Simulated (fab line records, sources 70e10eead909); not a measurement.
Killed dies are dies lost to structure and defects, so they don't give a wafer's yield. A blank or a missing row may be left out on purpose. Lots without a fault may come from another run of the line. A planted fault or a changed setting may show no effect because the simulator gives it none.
Chamber matching | flow nand_harc | NHARC_P_M1_DESCUM_14 on rie_diel-10: 4 sister chambers
The step chemistry O2, time 3 s. 14 wafers are shown with their chamber, then 7 later ones without.

WAFERS WITH THEIR CHAMBER
wafer  | chamber | showerhead_plenum_p_Torr (Torr) | drypump_motor_current_A (A) | throttle_valve_pct (%)
L074.1 | 1       | 1.79                            | 5.9                         | 11.300
L074.5 | 0       | 2.06                            | 5.7                         | 11.330
L074.6 | 3       | 1.87                            | 5.6                         | 11.322
L079.1 | 3       | 1.86                            | 5.6                         | 11.307
L079.2 | 2       | 2.06                            | 5.5                         | 11.304
L079.3 | 0       | 2.05                            | 5.7                         | 11.298
L085.2 | 0       | 2.05                            | 5.6                         | 11.315
L085.4 | 2       | 2.06                            | 5.5                         | 11.296
L085.6 | 2       | 2.06                            | 5.5                         | 11.316
L089.3 | 2       | 2.06                            | 5.5                         | 11.306
L089.4 | 1       | 1.79                            | 6.0                         | 11.307
L089.6 | 3       | 1.86                            | 5.6                         | 11.313
L091.1 | 1       | 1.79                            | 6.0                         | 11.311
L091.3 | 2       | 2.06                            | 5.5                         | 11.298

SIGNATURES (means of the wafers above)
reading                  | chamber 0 | chamber 1 | chamber 2 | chamber 3 | scatter within a chamber
showerhead_plenum_p_Torr | 2.0533    | 1.7900    | 2.0600    | 1.8633    | 0.00365
drypump_motor_current_A  | 5.667     | 5.967     | 5.500     | 5.600     | 0.0365
throttle_valve_pct       | 11.31433  | 11.30600  | 11.30400  | 11.31400  | 0.00968
Rule: a wafer's distance from a chamber is the root of the sum, over the readings, of the square of ((its reading less the chamber's mean) divided by the reading's scatter). The wafer belongs to the nearest chamber; if the next one is less than 2 further off, it can't be placed. The scatter: the root of (the sum of the squares of (reading less its chamber's mean) over the shown wafers, divided by (wafers less chambers)).

WAFERS WITHOUT THEIR CHAMBER
wafer  | showerhead_plenum_p_Torr (Torr) | drypump_motor_current_A (A) | throttle_valve_pct (%)
L091.6 | 2.05                            | 5.6                         | 11.325
L096.3 | 1.86                            | 5.6                         | 11.306
L096.4 | 2.05                            | 5.6                         | 11.299
L096.6 | 1.86                            | 5.6                         | 11.311
L097.3 | 2.06                            | 5.5                         | 11.323
L097.5 | 2.05                            | 5.6                         | 11.306
L097.6 | 1.79                            | 5.9                         | 11.317

WHICH CHAMBER EACH WENT THROUGH
wafer  | from the rows above     | in truth
L091.6 | 0                       | 0
L096.3 | 3                       | 3
L096.4 | can't be placed: 0 or 2 | 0
L096.6 | 3                       | 3
L097.3 | 2                       | 2
L097.5 | can't be placed: 0 or 2 | 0
L097.6 | 1                       | 1
Placed correctly: 5 of 7. Can't be placed from these rows: 2 (the true chamber is among the candidates in 2). Placed wrongly: 0.
